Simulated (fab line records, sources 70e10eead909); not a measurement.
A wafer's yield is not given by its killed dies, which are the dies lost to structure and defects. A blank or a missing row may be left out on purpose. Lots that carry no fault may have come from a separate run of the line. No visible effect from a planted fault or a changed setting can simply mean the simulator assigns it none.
Chamber matching -- flow nand_harc -- NHARC_A_STAIRCASE_ETCH_313 on rie_diel-03: 4 sister chambers
The step etches the open film in CF4/CHF3. 4 wafers are shown with their chamber, then 8 later ones without.

## EACH WAFER AND ITS CHAMBER
wafer,chamber,drypump_motor_current_A (A)
L082.5,3,6.1
L081.2,2,5.2
L081.4,1,4.9
L084.3,0,5.1

## WAFERS WITH NO CHAMBER GIVEN
wafer,drypump_motor_current_A (A)
L084.4,6.0
L084.5,4.9
L085.2,5.1
L085.3,4.9
L085.6,4.9
L087.1,6.1
L087.5,5.1
L087.6,6.1

## THE CHAMBER EACH PASSED THROUGH
wafer,from the rows above,in truth
L084.4,3,3
L084.5,1,1
L085.2,0,0
L085.3,1,1
L085.6,1,1
L087.1,3,3
L087.5,0,0
L087.6,3,3
8 of 8 placed correctly. Number that these rows cannot place: 0. Wrongly placed: 0.
How it was worked out, from the rows above alone: a wafer's distance from a chamber is the root of the sum, over the readings, of the square of ((its reading less the chamber's mean) divided by the reading's scatter). The wafer belongs to the nearest chamber; if the next one is less than 2 further off, it can't be placed. A chamber's mean is the mean of its shown wafers. The scatter: root of mean squared gap, hidden wafer to nearest shown wafer, with one shown wafer a chamber.
